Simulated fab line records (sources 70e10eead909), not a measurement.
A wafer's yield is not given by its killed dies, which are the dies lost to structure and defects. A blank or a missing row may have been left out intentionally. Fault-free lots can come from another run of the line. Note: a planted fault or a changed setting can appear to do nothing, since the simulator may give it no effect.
fab line records    flow nandHarc
record: lots: 13  wafers: 39  lastDay: 33
route steps=1302 shown A_SGD_CUT@921 A_SIN_REMOVE@951 A_WL_FILL@966 END@1302
lots untouched by any fault: they come from a run of this same line in which no faults occurred
startH: hours from the record's opening day to when the first of the lot's shown wafers began    waitH: how many hours have passed since the lot's step before this one    " same as the row above    L1.1+2: one row covering several wafers at once    - no value, or no start was given    * or withheld: withheld    < > ~ a bound
route shown NAME@n: a module of which the file shows steps, and the number in the route of the first    usual: mean/standard deviation of fault-free wafers    same: alike in all rows    chamber/n: place in a boat    sites: readings site by site    _std_site: the standard deviation of these    _edge_site: the outer-site mean with the inner-site mean subtracted    radiusMm: how far each site lies from the wafer's centre    mask NAME#n: copy n    behind: tool/chamber where the wafer was last shaped    hold: reason for holding the lot/hours on hold/outcome of the hold    device: whichever transistor did not switch (one of n, p or np)    end of line: the route-end tests of the same wafers    a step given without rows: its recipe and nothing more    killed: count of dies lost to structure and defects at first sort (not the wafer's yield)    map: a wafer's dies, marking killed ones x, the rest . and places with no die _
set.NAME: the setting as run; set.NAME@STEP: as run at that earlier step    model.NAME: the simulator's own value behind a step, which no gauge read
one table for each step of the route and one row for each wafer, over a sample of lots
services: a tool's chamber out of use, with start hour (startH, from the record's first day; less than 0 if before it), hours out, and reason
== steps ==
step: NHARC_A_SGD_CUT_INSPECT_25
usual: rawDefectCount: 389/110
lot.wafer  tool              chamber  startH  waitH  rawDefectCount
L715.1     defectInspect-01  -        454.47  -      391
L715.3     "                 -        "       "      552
L715.5     "                 -        "       "      411
L713.2     defectInspect-02  -        454.47  -      299
L713.3     "                 -        "       "      254
L713.4     "                 -        "       "      329
L714.1     defectInspect-02  -        454.53  -      406
L714.2     "                 -        "       "      412
L714.4     "                 -        "       "      307
L718.3     defectInspect-01  -        486.85  -      343
L718.4     "                 -        "       "      265
L718.6     "                 -        "       "      354
L720.1     defectInspect-02  -        528.77  -      463
L720.3     "                 -        "       "      542
L720.4     "                 -        "       "      412
L721.1     defectInspect-01  -        535.28  -      295
L721.2     "                 -        "       "      369
L721.5     "                 -        "       "      239
L723.1     defectInspect-02  -        539.90  -      327
L723.3     "                 -        "       "      353
L723.4     "                 -        "       "      343
L722.2     defectInspect-01  -        539.94  -      324
L722.4     "                 -        "       "      305
L722.5     "                 -        "       "      261
L728.3     defectInspect-01  -        578.19  -      437
L728.5     "                 -        "       "      356
L728.6     "                 -        "       "      395
L727.3     defectInspect-02  -        578.20  -      336
L727.5     "                 -        "       "      372
L727.6     "                 -        "       "      329
L730.1     defectInspect-02  -        617.43  -      249
L730.3     "                 -        "       "      384
L730.5     "                 -        "       "      296
L734.1     defectInspect-02  -        668.99  -      316
L734.3     "                 -        "       "      516
L734.5     "                 -        "       "      363
L735.1     defectInspect-02  -        669.02  -      349
L735.2     "                 -        "       "      309
L735.5     "                 -        "       "      480
step: NHARC_A_SIN_REMOVE_INSPECT_04
usual: rawDefectCount: 402/110
lot.wafer  tool              chamber  startH  waitH  rawDefectCount
L713.2     defectInspect-02  -        473.76  0.0    338
L713.3     "                 -        "       "      322
L713.4     "                 -        "       "      387
L715.1     defectInspect-01  -        473.76  0.0    383
L715.3     "                 -        "       "      471
L715.5     "                 -        "       "      420
L714.1     defectInspect-02  -        479.08  0.0    414
L714.2     "                 -        "       "      440
L714.4     "                 -        "       "      315
L718.3     defectInspect-02  -        505.87  0.0    356
L718.4     "                 -        "       "      289
L718.6     "                 -        "       "      355
L720.1     defectInspect-01  -        548.85  0.0    461
L720.3     "                 -        "       "      541
L720.4     "                 -        "       "      422
L721.1     defectInspect-01  -        553.52  0.0    299
L721.2     "                 -        "       "      386
L721.5     "                 -        "       "      279
L723.1     defectInspect-02  -        557.93  0.0    354
L723.3     "                 -        "       "      369
L723.4     "                 -        "       "      293
L722.2     defectInspect-02  -        559.52  0.0    345
L722.4     "                 -        "       "      345
L722.5     "                 -        "       "      334
L727.3     defectInspect-02  -        596.91  0.0    338
L727.5     "                 -        "       "      397
L727.6     "                 -        "       "      360
L728.3     defectInspect-01  -        598.67  0.0    391
L728.5     "                 -        "       "      342
L728.6     "                 -        "       "      400
L730.1     defectInspect-01  -        636.07  0.0    243
L730.3     "                 -        "       "      363
L730.5     "                 -        "       "      299
L734.1     defectInspect-02  -        688.39  0.0    380
L734.3     "                 -        "       "      527
L734.5     "                 -        "       "      437
L735.1     defectInspect-02  -        692.19  0.0    396
L735.2     "                 -        "       "      345
L735.5     "                 -        "       "      526
step: NHARC_A_WL_FILL_ETCHBACK_16
recipe: targetDepthA: 1200  timeS: 24  c4f8FlowSccm: withheld  o2FlowSccm: 8  arFlowSccm: withheld  rfW: 600  biasW: 800  chemistry: C4F8/O2/Ar
usual: oesProductAu: 0.97/0.035  rfFwdPowerW: 589/3.1  rfVppV: 723/4.5
lot.wafer  tool        chamber  startH  waitH  oesProductAu  rfFwdPowerW  rfHoursCounterH  rfVppV
L713.4     rieDiel-03  3        485.02  -      0.99          592          1.2              729
L713.2     "           0        "       "      1.00          592          1.5              715
L713.3     "           2        "       "      1.02          593          1.3              725
L715.3     rieDiel-04  3        485.11  -      1.00          582          2.6              726
L715.1     "           0        "       "      0.99          585          3.3              722
L715.5     "           2        "       "      1.03          588          -                727
L714.1     rieDiel-03  1        490.66  -      0.99          591          1.8              718
L714.2     "           0        "       "      0.99          589          1.7              717
L714.4     "           3        "       "      1.00          591          -                727
L718.4     rieDiel-03  3        521.66  -      0.97          592          3.2              727
L718.3     "           2        "       "      0.98          592          2.2              726
L718.6     "           3        "       "      0.99          593          -                727
L720.4     rieDiel-03  1        561.76  -      1.00          593          5.7              720
L720.3     "           3        "       "      0.99          590          5.2              727
L720.1     "           0        "       "      0.98          592          5.6              717
L721.1     rieDiel-04  0        564.84  -      0.98          584          0.6              724
L721.2     "           1        "       "      0.99          590          0.6              724
L721.5     "           3        "       "      1.00          585          -                727
L723.3     rieDiel-03  1        569.76  -      0.93          594          5.7              718
L723.4     "           2        "       "      0.93          590          4.3              724
L723.1     "           3        "       "      0.92          589          5.2              729
L722.2     rieDiel-06  3        569.84  -      0.93          591          1.9              731
L722.4     "           1        "       "      0.93          583          -                719
L722.5     "           3        "       "      0.93          589          -                730
L728.3     rieDiel-06  0        611.89  -      1.00          593          4.0              720
L728.6     "           2        "       "      1.02          590          -                719
L728.5     "           3        "       "      0.99          591          -                732
L727.3     rieDiel-03  0        611.93  -      1.10          688          6.9              716
L727.6     "           1        "       "      1.00          592          -                718
L727.5     "           2        "       "      1.01          591          -                726
L730.3     rieDiel-06  1        647.61  -      0.93          588          5.1              718
L730.1     "           2        "       "      0.93          592          3.4              720
L730.5     "           0        "       "      0.94          592          -                719
L734.1     rieDiel-06  3        699.73  -      0.96          590          0.7              732
L734.3     "           1        "       "      0.96          586          1.1              717
L734.5     "           3        "       "      0.95          592          -                731
L735.1     rieDiel-04  2        703.49  -      1.00          589          4.1              727
L735.2     "           0        "       "      0.97          587          3.3              725
L735.5     "           1        "       "      0.98          591          -                724
step: NHARC_A_WL_FILL_INSPECT_15
usual: rawDefectCount: 490/110
lot.wafer  tool              chamber  startH  waitH  rawDefectCount
L715.1     defectInspect-02  -        491.53  0.0    664
L715.3     "                 -        "       "      532
L715.5     "                 -        "       "      438
L713.2     defectInspect-01  -        491.65  0.0    474
L713.3     "                 -        "       "      352
L713.4     "                 -        "       "      396
L714.1     defectInspect-01  -        497.44  0.0    478
L714.2     "                 -        "       "      708
L714.4     "                 -        "       "      395
L718.3     defectInspect-02  -        528.30  0.0    384
L718.4     "                 -        "       "      426
L718.6     "                 -        "       "      489
L720.1     defectInspect-02  -        568.33  0.0    527
L720.3     "                 -        "       "      539
L720.4     "                 -        "       "      478
L721.1     defectInspect-01  -        571.84  0.0    372
L721.2     "                 -        "       "      391
L721.5     "                 -        "       "      323
L722.2     defectInspect-01  -        576.33  0.0    380
L722.4     "                 -        "       "      485
L722.5     "                 -        "       "      468
L723.1     defectInspect-02  -        576.38  0.0    505
L723.3     "                 -        "       "      492
L723.4     "                 -        "       "      491
L727.3     defectInspect-02  -        618.31  0.0    631
L727.5     "                 -        "       "      631
L727.6     "                 -        "       "      620
L728.3     defectInspect-01  -        618.32  0.0    532
L728.5     "                 -        "       "      382
L728.6     "                 -        "       "      484
L730.1     defectInspect-02  -        654.18  0.0    252
L730.3     "                 -        "       "      313
L730.5     "                 -        "       "      283
L734.1     defectInspect-01  -        706.23  0.0    547
L734.3     "                 -        "       "      672
L734.5     "                 -        "       "      591
L735.1     defectInspect-01  -        710.02  0.0    345
L735.2     "                 -        "       "      314
L735.5     "                 -        "       "      447
step: NHARC_END_SORT_01
recipe: tempC: 25
usual: killedAtArray: 52/19  killedAtOther: 0.9/1.3  killedAtPeriphery: 4/3.1  killedDies: 57/18  killedOpen: 3.2/1.7  killedShort: 2.3/1.4
same: grossDies: 677
lot.wafer  tool       chamber  startH  waitH  killedAtArray  killedAtOther  killedAtPeriphery  killedDies  killedOpen  killedShort
L714.1     prober-01  0        576.54  2.5    64             1              6                  71          4           2
L714.2     prober-01  0        577.33  2.8    52             0              8                  60          2           2
L714.4     prober-01  0        578.91  3.4    82             1              5                  88          1           2
killed by level:class
L714.1 A_SLIT:chamberFilmFlake=25 A_CHANNEL_HOLE_D1:chamberFilmFlake=22 A_CHANNEL_HOLE_D2:chamberFilmFlake=6 A_CONTACT:chamberFilmFlake=3 P_BONDPAD:chamberFilmFlake=3 A_WL_FILL:geometricParticle:open=2 A_WL_FILL:chamberFilmFlake=2 A_BONDPAD:chamberFilmFlake=2
L714.2 A_CHANNEL_HOLE_D1:chamberFilmFlake=29 A_SLIT:chamberFilmFlake=9 A_CHANNEL_HOLE_D2:chamberFilmFlake=7 P_BONDPAD:chamberFilmFlake=3 A_ONON_D1:geometricParticle:open=2 P_ZERO_WELL:chamberFilmFlake=2 A_STAIRCASE:chamberFilmFlake=2 P_M0:geometricParticle:short=1
L714.4 A_CHANNEL_HOLE_D1:chamberFilmFlake=36 A_SLIT:chamberFilmFlake=30 A_BONDPAD:chamberFilmFlake=4 P_BONDPAD:chamberFilmFlake=3 A_CONTACT:chamberFilmFlake=3 A_CHANNEL_HOLE_D2:chamberFilmFlake=3 P_ZERO_WELL:chamberFilmFlake=2 A_WL_FILL:chamberFilmFlake=2
== services ==
tool        chamber  startH  hours  kind
rieDiel-03  0        467.30  -      clean
rieDiel-03  1        467.30  -      clean
rieDiel-03  2        467.30  -      clean
rieDiel-03  3        467.30  -      clean
rieDiel-06  3        481.47  6.1    repair
rieDiel-06  -        484.24  9.0    pm
rieDiel-03  2        486.18  14.0   repair
rieDiel-06  -        500.15  0.2    repair
rieDiel-03  2        507.46  10.5   repair
rieDiel-04  2        522.40  8.5    repair
rieDiel-06  3        523.35  2.8    repair
rieDiel-04  -        531.90  9.0    pm
rieDiel-06  2        540.74  62.7   repair
rieDiel-06  3        545.33  2.2    repair
rieDiel-04  0        585.59  14.8   repair
rieDiel-03  3        622.05  7.3    repair
rieDiel-03  1        622.54  1.3    repair
rieDiel-03  -        629.34  2.4    repair
rieDiel-03  1        633.18  5.2    repair
rieDiel-03  -        635.30  9.0    pm
rieDiel-04  1        635.89  5.9    repair
rieDiel-03  2        648.38  7.6    repair
rieDiel-03  0        653.53  22.9   repair
rieDiel-06  -        661.24  9.0    pm
== key ==
firstSign: step: NHARC_A_WL_FILL_ETCHBACK_16  reading: rfFwdPowerW  direction: up  sigmas: 32  usual: *  struck: *
effect: step: NHARC_A_WL_FILL_ETCHBACK_16  reading: oesProductAu  direction: up  sigmas: 3.6  usual: 0.97  struck: 1.10
metAt NHARC_A_WL_FILL_ETCHBACK_16
struckLots L727
struckWafers L727.3
testerLeftOut L727
notActingAt NHARC_A_SGD_CUT_INSPECT_25,NHARC_A_SIN_REMOVE_INSPECT_04,NHARC_A_WL_FILL_INSPECT_15
onsetBetween 561.76 611.93
fault: kind: processParameterDrift  tool: rieDiel-03  chamber: 0  onsetH: 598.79  steps: NHARC_A_WL_FILL_ETCHBACK_16  channel: rfW  offset: *  shape: step  endH: 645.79  actsIn: *  stated: *
testerLeftOut: of these lots the tester's yield and bins aren't shown, on N5 and GAA mostly nor the transistor test; their killed dies are dies lost to structure and defects alone, not to doping, threshold or leakage, so they don't give the yield
